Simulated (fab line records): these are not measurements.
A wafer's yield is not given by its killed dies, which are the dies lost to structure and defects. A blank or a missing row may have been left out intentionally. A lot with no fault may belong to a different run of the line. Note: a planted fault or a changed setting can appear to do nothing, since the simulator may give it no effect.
Chamber matching + flow n5-finfet + ald-metal-01 running N5_BEOL_M2_ALD_84: 4 sister chambers
The step deposits TaN, pulse time 2 s, purge time 3 s, co reactant purge time 2 s. 8 wafers are shown with their chamber, then 10 later ones without.

## WAFERS, EACH WITH ITS CHAMBER
| wafer  | chamber | heater-power-w (W) | precursor-vessel-pressure-torr (Torr) |
|--------|---------|--------------------|---------------------------------------|
| L081.5 | 3       | 426                | 26.29                                 |
| L084.1 | 1       | 445                | 26.16                                 |
| L084.4 | 0       | 369                | 26.34                                 |
| L085.1 | 1       | 437                | 26.29                                 |
| L085.2 | 2       | 474                | 26.20                                 |
| L085.3 | 3       | 432                | 26.11                                 |
| L087.1 | 2       | 474                | 26.24                                 |
| L087.3 | 0       | 376                | 26.30                                 |

## WAFERS WITH NO CHAMBER GIVEN
| wafer  | heater-power-w (W) | precursor-vessel-pressure-torr (Torr) |
|--------|--------------------|---------------------------------------|
| L087.5 | 472                | 26.27                                 |
| L090.1 | 438                | 26.30                                 |
| L090.3 | 374                | 26.18                                 |
| L090.6 | 434                | 26.31                                 |
| L093.1 | 426                | 26.21                                 |
| L093.3 | 381                | 26.14                                 |
| L093.4 | 485                | 26.17                                 |
| L094.3 | 489                | 26.23                                 |
| L094.4 | 379                | 26.22                                 |
| L094.6 | 425                | 26.22                                 |

## CHAMBER TAKEN BY EACH
| wafer  | from the rows above     | in truth                   |
|--------|-------------------------|----------------------------|
| L087.5 | 2                       | 2                          |
| L090.1 | can't be placed: 1 or 3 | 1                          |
| L090.3 | 0                       | 0                          |
| L090.6 | can't be placed: 3 or 1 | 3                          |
| L093.1 | 3                       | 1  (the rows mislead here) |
| L093.3 | 0                       | 0                          |
| L093.4 | 2                       | 2                          |
| L094.3 | 2                       | 2                          |
| L094.4 | 0                       | 0                          |
| L094.6 | 3                       | 3                          |
Correct placement for 7 of the 10. Unplaceable from these rows: 2, with the true chamber sitting among the candidates in 2. 1 placed wrongly.
How it was worked out, from the rows above alone: a wafer's distance from a chamber is the root of the sum, over the readings, of the square of ((its reading less the chamber's mean) divided by the reading's scatter). If the next closest chamber is less than 2 further off than the closest, the wafer can't be placed; otherwise it belongs to the closest. The mean given for a chamber averages the wafers shown for that chamber. How the scatter is found: for the shown wafers, subtract from each reading the mean of its chamber, square and add these, divide the total by (wafers less chambers), then take the root.
